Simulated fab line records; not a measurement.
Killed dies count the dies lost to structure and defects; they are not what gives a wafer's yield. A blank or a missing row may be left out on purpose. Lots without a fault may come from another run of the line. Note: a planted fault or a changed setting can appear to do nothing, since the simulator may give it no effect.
Which tool was responsible? | flow nand harc | 72 wafers from 24 lots sampled at 5 of the route's 1159 steps

WHAT THE GAUGES SHOWED, per wafer
NHARC_P_M2_THK_MEAS_24: measures by xrf. Usual: 144.8 nm for thk nm, sd 1.8.
lot  | measured     | on            | thk nm (nm)       | flag
L075 | day 6 12:56  | film metro-02 | 143.3 145.0 147.2 |
L074 | day 6 18:41  | film metro-01 | 147.4 144.1 145.4 |
L076 | day 6 23:53  | film metro-02 | 146.1 143.7 144.7 |
L077 | day 7 00:13  | film metro-02 | 144.2 142.3 146.6 |
L079 | day 7 06:29  | film metro-01 | 142.8 147.4 143.2 |
L078 | day 7 07:16  | film metro-01 | 145.7 145.5 145.9 |
L080 | day 7 20:07  | film metro-01 | 144.9 145.2 140.7 |
L081 | day 8 10:44  | film metro-02 | 144.2 147.2 150.9 |
L082 | day 8 11:26  | film metro-01 | 148.3 147.0 145.0 |
L083 | day 8 12:42  | film metro-01 | 145.9 145.7 145.0 |
L084 | day 8 17:29  | film metro-01 | 147.2 142.6 145.2 |
L089 | day 9 14:43  | film metro-01 | 143.2 148.2 144.8 |
L086 | day 9 16:01  | film metro-02 | 144.3 143.4 141.9 |
L085 | day 9 17:19  | film metro-02 | 143.5 145.8 142.5 |
L088 | day 9 22:12  | film metro-02 | 142.3 143.1 143.7 |
L087 | day 9 22:15  | film metro-02 | 148.6 148.7 146.1 |
L090 | day 10 06:54 | film metro-01 | 144.4 146.1 143.1 |
L091 | day 10 11:53 | film metro-01 | 143.9 141.8 141.8 |
L092 | day 10 21:34 | film metro-02 | 142.9 143.4 143.0 |
L094 | day 10 22:17 | film metro-02 | 144.5 145.0 142.4 |
L093 | day 10 23:18 | film metro-02 | 146.5 145.1 142.2 |
L095 | day 11 12:11 | film metro-01 | 146.1 146.9 146.8 |
L096 | day 11 12:30 | film metro-01 | 145.1 144.0 145.5 |
L097 | day 12 05:08 | film metro-01 | 143.9 143.3 143.0 |

NHARC_P_BONDPAD_CD_MEAS_13. Usual: 498.0 nm for cd nm, sd 2.5.
lot  | measured     | on        | cd nm (nm)        | flag
L075 | day 6 15:35  | cd sem-03 | 504.2 501.8 497.0 |
L074 | day 6 21:20  | cd sem-01 | 497.5 493.0 498.4 |
L076 | day 7 02:26  | cd sem-03 | 495.0 497.5 499.8 |
L077 | day 7 02:58  | cd sem-01 | 496.7 498.9 496.9 |
L079 | day 7 08:58  | cd sem-03 | 496.5 494.2 499.5 |
L078 | day 7 09:49  | cd sem-01 | 495.4 498.0 499.3 |
L080 | day 7 22:37  | cd sem-02 | 502.1 499.8 496.1 |
L081 | day 8 13:11  | cd sem-02 | 496.6 496.5 496.7 |
L082 | day 8 13:55  | cd sem-03 | 503.1 499.3 496.4 |
L083 | day 8 15:10  | cd sem-02 | 502.7 498.5 497.3 |
L084 | day 8 19:59  | cd sem-03 | 492.6 495.9 493.5 |
L089 | day 9 17:10  | cd sem-02 | 495.1 498.7 498.9 |
L086 | day 9 18:22  | cd sem-02 | 503.8 498.2 497.3 |
L085 | day 9 19:45  | cd sem-03 | 497.1 499.7 496.3 |
L088 | day 10 00:46 | cd sem-02 | 498.8 500.3 498.5 |
L087 | day 10 00:49 | cd sem-01 | 499.5 497.4 497.3 |
L090 | day 10 09:22 | cd sem-01 | 497.6 498.8 498.9 |
L091 | day 10 14:19 | cd sem-03 | 497.2 495.3 495.8 |
L092 | day 11 00:12 | cd sem-02 | 498.5 493.4 498.2 |
L094 | day 11 00:49 | cd sem-02 | 495.5 497.4 493.8 |
L093 | day 11 02:09 | cd sem-01 | 498.3 499.3 496.4 |
L095 | day 11 14:43 | cd sem-02 | 492.9 498.7 495.7 |
L096 | day 11 14:52 | cd sem-02 | 503.8 497.3 502.2 |
L097 | day 12 07:28 | cd sem-03 | 499.0 500.0 501.7 |

NHARC_A_ONON_D1_THK_MEAS_24: measures by ellipsometry. Usual: 1000 nm for thk nm, sd 10.
lot  | measured     | on            | thk nm (nm)    | flag
L075 | day 8 04:11  | film metro-01 | 1008 1007 1007 |
L074 | day 8 12:49  | film metro-01 | 998 999 998    |
L076 | day 8 13:04  | film metro-02 | 991 992 993    |
L077 | day 8 12:57  | film metro-01 | 979 978 978    |
L079 | day 8 22:06  | film metro-02 | 996 997 998    |
L078 | day 8 22:08  | film metro-01 | 980 982 981    |
L080 | day 9 15:32  | film metro-02 | 1008 1009 1008 |
L081 | day 10 06:39 | film metro-01 | 1001 1004 1003 |
L082 | day 10 06:40 | film metro-02 | 1016 1018 1016 |
L083 | day 10 06:47 | film metro-01 | 1002 1003 1003 |
L084 | day 10 07:00 | film metro-02 | 1011 1011 1009 |
L089 | day 11 06:19 | film metro-02 | 988 987 988    |
L086 | day 11 06:27 | film metro-01 | 990 991 989    |
L085 | day 11 06:11 | film metro-01 | 1005 1005 1003 |
L088 | day 11 13:46 | film metro-02 | 1005 1005 1006 |
L087 | day 11 13:47 | film metro-01 | 1009 1011 1011 |
L090 | day 11 23:26 | film metro-02 | 1010 1009 1008 |
L091 | day 12 09:16 | film metro-02 | 992 992 991    |
L092 | day 12 17:38 | film metro-02 | 1007 1002 1004 |
L094 | day 12 17:46 | film metro-02 | 1004 1006 1004 |
L093 | day 12 18:08 | film metro-02 | 998 995 996    |
L095 | day 13 03:17 | film metro-02 | 996 997 997    |
L096 | day 13 03:17 | film metro-01 | 1012 1011 1010 |
L097 | day 14 03:20 | film metro-02 | 983 983 984    |

EACH LOT AND THE TOOL THAT RAN IT (in order: tool; ch and the chambers of the sampled wafers; start)
lot  | NHARC_P_M2_DEP_33               | NHARC_P_BONDPAD_PVD_17
L075 | pecvd-04 ch 0,2, day 6 13:24    | pvd sputter-01, day 8 04:11 or earlier
L074 | pecvd-01 ch 0,1,2, day 6 19:02  | pvd sputter-02, day 8 12:49 or earlier
L076 | pecvd-04 ch 0,1, day 7 00:12    | pvd sputter-02, day 8 13:04 or earlier
L077 | pecvd-01 ch 0,2, day 7 00:31    | pvd sputter-01, day 8 12:57 or earlier
L079 | pecvd-04 ch 0,1,2, day 7 06:53  | pvd sputter-01, day 8 22:06 or earlier
L078 | pecvd-02 ch 1,2, day 7 07:37    | pvd sputter-01, day 8 22:08 or earlier
L080 | pecvd-04 ch 0,1,2, day 7 20:33  | pvd sputter-02, day 9 15:32 or earlier
L081 | pecvd-02 ch 0,2, day 8 11:02    | pvd sputter-03, day 10 06:39 or earlier
L082 | pecvd-02 ch 1,2, day 8 11:47    | pvd sputter-02, day 10 06:40 or earlier
L083 | pecvd-01 ch 0,1, day 8 13:02    | pvd sputter-01, day 10 06:47 or earlier
L084 | pecvd-02 ch 0,1,2, day 8 17:50  | pvd sputter-01, day 10 07:00 or earlier
L089 | pecvd-02 ch 0,2, day 9 15:02    | pvd sputter-02, day 11 06:19 or earlier
L086 | pecvd-01 ch 0,1,2, day 9 16:20  | pvd sputter-02, day 11 06:27 or earlier
L085 | pecvd-04 ch 0,1,2, day 9 17:39  | pvd sputter-01, day 11 06:11 or earlier
L088 | pecvd-02 ch 0,1,2, day 9 22:30  | pvd sputter-03, day 11 13:46 or earlier
L087 | pecvd-04 ch 0,1, day 9 22:33    | pvd sputter-03, day 11 13:47 or earlier
L090 | pecvd-04 ch 0,1,2, day 10 07:13 | pvd sputter-03, day 11 23:26 or earlier
L091 | pecvd-04 ch 0,1, day 10 12:12   | pvd sputter-01, day 12 09:16 or earlier
L092 | pecvd-02 ch 0,1,2, day 10 22:16 | pvd sputter-03, day 12 17:38 or earlier
L094 | pecvd-02 ch 0,1,2, day 10 22:35 | pvd sputter-01, day 12 17:46 or earlier
L093 | pecvd-04 ch 0,1, day 10 23:43   | pvd sputter-01, day 12 18:08 or earlier
L095 | pecvd-04 ch 0,1, day 11 12:35   | pvd sputter-01, day 13 03:17 or earlier
L096 | pecvd-02 ch 0,1, day 11 12:50   | pvd sputter-02, day 13 03:17 or earlier
L097 | pecvd-01 ch 0,1, day 12 05:26   | pvd sputter-03, day 14 03:20 or earlier
- NHARC_P_M2_DEP_33: deposits SiCN, target thk 30 nm.
- NHARC_P_BONDPAD_PVD_17: deposits TaN, target thk 5 nm, time 8.06 s.

WHAT THE TOOLS THEMSELVES READ (means of the sampled wafers that have a number; where no wafer has one, the mark that the record gives instead)
NHARC_P_M2_DEP_33. Usual: heater power w 563 W, standard deviation 60; susceptor temp C 370.00 C, standard deviation 0.21.
lot  | tool     | heater power w (W) | susceptor temp C (C) | flag
L075 | pecvd-04 | 571                | 370.08               |
L074 | pecvd-01 | 565                | 370.03               |
L076 | pecvd-04 | 595                | 370.08               |
L077 | pecvd-01 | 588                | 370.00               |
L079 | pecvd-04 | 597                | 369.90               |
L078 | pecvd-02 | 534                | 370.02               |
L080 | pecvd-04 | 591                | 370.24               |
L081 | pecvd-02 | 484                | 369.95               |
L082 | pecvd-02 | 533                | 370.00               |
L083 | pecvd-01 | 555                | 370.15               |
L084 | pecvd-02 | 531                | 370.10               |
L089 | pecvd-02 | 516                | 369.98               |
L086 | pecvd-01 | 549                | 370.12               |
L085 | pecvd-04 | 613                | 369.80               |
L088 | pecvd-02 | 555                | 370.17               |
L087 | pecvd-04 | 602                | 370.27               |
L090 | pecvd-04 | 588                | 369.96               |
L091 | pecvd-04 | 616                | 369.83               |
L092 | pecvd-02 | 529                | 370.07               |
L094 | pecvd-02 | 502                | 370.01               |
L093 | pecvd-04 | 619                | 369.84               |
L095 | pecvd-04 | 576                | 369.95               |
L096 | pecvd-02 | 488                | 370.03               |
L097 | pecvd-01 | 529                | 370.26               |

NHARC_P_BONDPAD_PVD_17. Usual: 30.1 % for throttle valve pct, sd 0.78.
lot  | tool           | throttle valve pct (%) | flag
L075 | pvd sputter-01 | 30.5                   |
L074 | pvd sputter-02 | 29.9                   |
L076 | pvd sputter-02 | 30.2                   |
L077 | pvd sputter-01 | 30.2                   |
L079 | pvd sputter-01 | 29.9                   |
L078 | pvd sputter-01 | 30.4                   |
L080 | pvd sputter-02 | 30.2                   |
L081 | pvd sputter-03 | 30.5                   |
L082 | pvd sputter-02 | 29.5                   |
L083 | pvd sputter-01 | 30.3                   |
L084 | pvd sputter-01 | 29.5                   |
L089 | pvd sputter-02 | 30.0                   |
L086 | pvd sputter-02 | 30.3                   |
L085 | pvd sputter-01 | 29.7                   |
L088 | pvd sputter-03 | 30.2                   |
L087 | pvd sputter-03 | 29.9                   |
L090 | pvd sputter-03 | 30.3                   |
L091 | pvd sputter-01 | 30.5                   |
L092 | pvd sputter-03 | 30.2                   |
L094 | pvd sputter-01 | 30.3                   |
L093 | pvd sputter-01 | 29.8                   |
L095 | pvd sputter-01 | 29.7                   |
L096 | pvd sputter-02 | 30.4                   |
L097 | pvd sputter-03 | 29.9                   |

THE ANSWER, worked out from the rows above alone
Rule: lot off if the mean of its wafers having a number is beyond 3 standard deviations from the usual mean. A lot without any number at a reading at which 4 lots or more have one is off too. The other lots that the step has rows for count as sound. After the gauges, taken in route order, come the tools' own readings; for these a lot's mean is taken, as printed above. At the first step where some lot is off, the reading lying furthest off is the one used; lots without a number count as furthest.
No lot is off at any reading shown: from this, nothing can be told.

WHAT THE SIMULATOR PUT IN
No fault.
